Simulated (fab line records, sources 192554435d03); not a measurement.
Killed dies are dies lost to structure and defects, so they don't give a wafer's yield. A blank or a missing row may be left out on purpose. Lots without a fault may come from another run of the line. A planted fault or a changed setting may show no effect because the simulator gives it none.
Which tool did it? | flow n5_finfet | 9 lots, 26 wafers sampled, at 5 steps of a route of 1938

WHAT THE GAUGES READ, wafer by wafer
N5_BEOL_M4_RC_MEAS_101. Usual: DIBL_N 36.5 mV/V, standard deviation 1.9; DIBL_P 36.7 mV/V, standard deviation 2.1; IOFF_N 0.17 nA/um, standard deviation 0.035; IOFF_P 0.22 nA/um, standard deviation 0.042; ION_N 676 uA/um, standard deviation 10; ION_P 462 uA/um, standard deviation 8.1; SS_N 71.5 mV/dec, standard deviation 0.72; SS_P 73.4 mV/dec, standard deviation 0.7; VT_N 249 mV, standard deviation 3.1; VT_P -250 mV, standard deviation 3.9.
lot  | measured     | on        | DIBL_N (mV/V)  | DIBL_P (mV/V)  | IOFF_N (nA/um) | IOFF_P (nA/um) | ION_N (uA/um) | ION_P (uA/um) | SS_N (mV/dec)  | SS_P (mV/dec)  | VT_N (mV)   | VT_P (mV)      | flag
L271 | day 7 19:36  | prober-01 | 34.5 34.9 33.1 | 32.9 34.7 31.6 | 0.12 0.14 0.10 | 0.18 0.21 0.16 | 675 687 660   | 460 476 457   | 70.9 71.1 70.9 | 72.8 73.2 72.6 | 253 248 257 | -251 -250 -252 |
L275 | day 9 01:49  | prober-02 | 38.4 35.4 36.1 | 38.6 36.4 35.7 | 0.18 0.14 0.14 | 0.23 0.21 0.20 | 680 681 662   | 461 466 459   | 72.2 71.0 72.2 | 74.0 73.9 73.5 | 251 251 252 | -250 -249 -251 |
L277 | day 10 04:58 | prober-01 | 36.9 40.6 38.2 | 36.0 39.9 36.8 | 0.17 0.23 0.19 | 0.23 0.30 0.25 | 683 687 678   | 469 467 463   | 70.4 72.6 71.1 | 73.1 74.6 74.0 | 246 245 246 | -247 -242 -246 |
L284 | day 11 15:23 | prober-01 | 37.7 36.5      | 38.6 38.0      | 0.19 0.17      | 0.21 0.19      | 680 675       | 453 456       | 72.7 71.8      | 73.8 73.5      | 245 249     | -252 -254      |
L286 | day 11 23:55 | prober-01 | 34.3 35.2 35.1 | 33.9 35.4 36.1 | 0.13 0.15 0.15 | 0.16 0.18 0.18 | 660 676 672   | 451 456 458   | 70.9 70.2 71.1 | 72.6 73.0 73.4 | 253 250 251 | -254 -254 -254 |
L287 | day 12 05:14 | prober-01 | 36.0 37.1 35.8 | 34.8 35.7 34.6 | 0.15 0.16 0.14 | 0.18 0.19 0.18 | 666 668 657   | 454 456 446   | 72.0 72.6 71.6 | 72.8 72.5 72.5 | 254 249 253 | -252 -254 -252 |
L288 | day 12 15:43 | prober-02 | 37.5 37.1 35.9 | 37.4 37.9 35.3 | 0.20 0.20 0.16 | 0.29 0.31 0.25 | 689 698 681   | 478 489 477   | 72.3 71.0 70.9 | 73.8 74.6 74.0 | 245 245 250 | -241 -242 -244 |
L292 | day 14 04:26 | prober-02 | 35.2 36.2 34.5 | 34.6 36.1 34.0 | 0.12 0.15 0.12 | 0.16 0.17 0.15 | 662 679 659   | 454 458 451   | 71.2 71.1 71.2 | 72.1 73.1 72.1 | 253 247 253 | -255 -254 -256 |
L291 | day 14 08:50 | prober-01 | 34.6 37.0 34.2 | 35.7 39.9 35.9 | 0.15 0.18 0.14 | 0.19 0.25 0.18 | 670 675 670   | 457 459 455   | 71.2 71.9 71.0 | 73.1 74.6 73.3 | 249 247 249 | -254 -252 -256 |

N5_BEOL_M8_THK_MEAS_01. Usual: M8_ILD_THK 154.8 nm, standard deviation 1.8.
lot  | measured     | on            | M8_ILD_THK (nm)   | flag
L271 | day 9 07:13  | film_metro-01 | 154.9 153.6 154.5 |
L275 | day 10 16:08 | film_metro-01 | 155.0 154.5 156.1 |
L277 | day 11 14:24 | film_metro-02 | 149.9 151.7 153.7 |
L284 | day 13 07:12 | film_metro-01 | 149.8 93.1        | OFF
L286 | day 13 09:12 | film_metro-01 | 152.8 96.2 156.9  | OFF
L287 | day 13 14:50 | film_metro-02 | 92.4 92.4 155.2   | OFF
L288 | day 13 23:03 | film_metro-01 | 152.5 155.7 156.9 |
L292 | day 15 15:11 | film_metro-01 | 155.9 157.2 156.8 |
L291 | day 15 15:28 | film_metro-01 | 154.2 155.8 155.3 |

WHICH TOOL RAN EACH LOT (tool, then ch and the chambers of the sampled wafers, then the start)
lot  | N5_BEOL_M7_STRIP_36                | N5_BEOL_M7_ANNEAL_51             | N5_BEOL_M8_ILD_DEP_00
L271 | rie_diel-04 ch 1,3, day 8 23:31    | rtp_anneal-01 ch 0, day 9 05:49  | pecvd-03 ch 0,1,2, day 9 06:37
L275 | rie_diel-05 ch 1,3, day 10 10:31   | rtp_anneal-02 ch 0, day 10 14:14 | pecvd-02 ch 0,1,2, day 10 14:59
L277 | rie_diel-03 ch 1,3, day 11 10:29   | rtp_anneal-02 ch 0, day 11 12:33 | pecvd-03 ch 1,2, day 11 13:20
L284 | rie_diel-04 ch 1,2, day 12 22:26   | rtp_anneal-01 ch 0, day 13 04:46 | pecvd-03 ch 1,2, day 13 05:31
L286 | rie_diel-05 ch 2,3, day 13 05:21   | rtp_anneal-01 ch 0, day 13 07:50 | pecvd-03 ch 1,2, day 13 08:37
L287 | rie_diel-04 ch 0,1,3, day 13 11:41 | rtp_anneal-02 ch 0, day 13 13:34 | pecvd-03 ch 0,1, day 13 14:16
L288 | rie_diel-03 ch 2,3, day 13 18:54   | rtp_anneal-01 ch 0, day 13 20:58 | pecvd-01 ch 0,1, day 13 21:44
L292 | rie_diel-05 ch 1,2, day 15 11:13   | rtp_anneal-01 ch 0, day 15 13:52 | pecvd-01 ch 1,2, day 15 14:37
L291 | rie_diel-03 ch 1,2, day 15 11:16   | rtp_anneal-01 ch 0, day 15 14:11 | pecvd-01 ch 0,1, day 15 14:53
- N5_BEOL_M7_STRIP_36: strips in N2/H2.
- N5_BEOL_M7_ANNEAL_51: time 90 s.
- N5_BEOL_M8_ILD_DEP_00: deposits SiCOH lowk from DEMS/porogen, target thk 179.75 nm, time 33.4 s.

WHAT THE TOOLS THEMSELVES READ (means of the sampled wafers that have a number; where no wafer has one, the mark that the record gives instead)
N5_BEOL_M7_STRIP_36. Usual: drypump_motor_current_A 5.6 A, standard deviation 0.55; oes_product_au 0.79 a.u., standard deviation 0.086; rf_vpp_V 59.0 V, standard deviation 1.6; showerhead_plenum_p_Torr 2.54 Torr, standard deviation 0.095; temp_c 40.01 C, standard deviation 0.11; throttle_valve_pct 23.64 %, standard deviation 0.29.
lot  | tool        | drypump_motor_current_A (A) | oes_product_au (a.u.) | rf_vpp_V (V) | showerhead_plenum_p_Torr (Torr) | temp_c (C) | throttle_valve_pct (%) | flag
L271 | rie_diel-04 | 4.9                         | 0.75                  | 59.7         | 2.63                            | 40.05      | 24.05                  |
L275 | rie_diel-05 | 5.9                         | 0.85                  | 57.4         | 2.53                            | 39.93      | 23.39                  |
L277 | rie_diel-03 | 6.1                         | 0.77                  | 60.9         | 2.50                            | 40.05      | 23.79                  |
L284 | rie_diel-04 | 5.0                         | 0.70                  | 59.4         | 2.50                            | 40.03      | 23.82                  |
L286 | rie_diel-05 | 5.8                         | 0.86                  | 59.3         | 2.53                            | 40.08      | 23.45                  |
L287 | rie_diel-04 | 5.1                         | 0.72                  | 59.3         | 2.59                            | 40.04      | 23.83                  |
L288 | rie_diel-03 | 6.2                         | 0.91                  | 58.4         | 2.55                            | 40.00      | 23.29                  |
L292 | rie_diel-05 | 5.4                         | 0.82                  | 60.2         | 2.66                            | 39.93      | 23.69                  |
L291 | rie_diel-03 | 6.1                         | 0.81                  | 58.3         | 2.56                            | 40.03      | 23.39                  |

N5_BEOL_M7_ANNEAL_51. Usual: wafer_temp_C_max 225.94, standard deviation 0.28.
lot  | tool          | wafer_temp_C_max | flag
L271 | rtp_anneal-01 | 225.81           |
L275 | rtp_anneal-02 | 225.87           |
L277 | rtp_anneal-02 | 225.71           |
L284 | rtp_anneal-01 | 226.45           |
L286 | rtp_anneal-01 | 226.18           |
L287 | rtp_anneal-02 | 225.67           |
L288 | rtp_anneal-01 | 226.05           |
L292 | rtp_anneal-01 | 226.02           |
L291 | rtp_anneal-01 | 225.92           |

N5_BEOL_M8_ILD_DEP_00. Usual: chamber_pressure_Torr 5.000 Torr, standard deviation 0.011; heater_power_outer_w 138 W, standard deviation 22; heater_power_w 296 W, standard deviation 31; showerhead_plenum_p_Torr 5.743 Torr, standard deviation 0.015; throttle_valve_pct 13.7 %, standard deviation 0.69.
lot  | tool     | chamber_pressure_Torr (Torr) | heater_power_outer_w (W) | heater_power_w (W) | showerhead_plenum_p_Torr (Torr) | throttle_valve_pct (%) | flag
L271 | pecvd-03 | 4.994                        | 133                      | 290                | 5.749                           | 13.4                   |
L275 | pecvd-02 | 4.999                        | 132                      | 286                | 5.729                           | 13.3                   |
L277 | pecvd-03 | 5.001                        | 138                      | 289                | 5.761                           | 13.2                   |
L284 | pecvd-03 | 4.983                        | 114                      | 263                | 5.753                           | 13.2                   |
L286 | pecvd-03 | 5.003                        | 140                      | 298                | 5.763                           | 13.1                   |
L287 | pecvd-03 | 4.997                        | 117                      | 265                | 5.741                           | 13.9                   |
L288 | pecvd-01 | 5.000                        | 170                      | 342                | 5.749                           | 14.5                   |
L292 | pecvd-01 | 5.009                        | 124                      | 274                | 5.742                           | 14.4                   |
L291 | pecvd-01 | 4.992                        | 152                      | 313                | 5.741                           | 14.8                   |

THE ANSWER, worked out from the rows above alone
Rule: a lot is off if the mean of its wafers that have a number lies more than 3 standard deviations from the usual mean. A lot without any number at a reading at which 4 lots or more have one is off too. The other lots that the step has rows for count as sound. The gauges are gone through in route order, then the tools' own readings, and for those a lot's mean is taken as printed above. The first step at which some lot is off is used, and at that step the reading that is off furthest; a lot without a number counts as furthest.
Off: L284, L286, L287, at N5_BEOL_M8_THK_MEAS_01 (M8_ILD_THK).
A tool fits if, at a process step before that reading, it ran every lot that is off, and no sound lot after the first of them. The gauges at N5_BEOL_M8_THK_MEAS_01 are tried like those tools. One fits: pecvd-03 at N5_BEOL_M8_ILD_DEP_00. Its last sound lot is L277 (day 11 13:20), its first lot that is off L284 (day 13 05:31): a fault that began between those two fits.

WHAT THE SIMULATOR HAD PUT IN
Process parameter drift: pecvd-03, from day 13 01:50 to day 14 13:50, at N5_BEOL_M8_ILD_DEP_00. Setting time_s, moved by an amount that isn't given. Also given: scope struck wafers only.
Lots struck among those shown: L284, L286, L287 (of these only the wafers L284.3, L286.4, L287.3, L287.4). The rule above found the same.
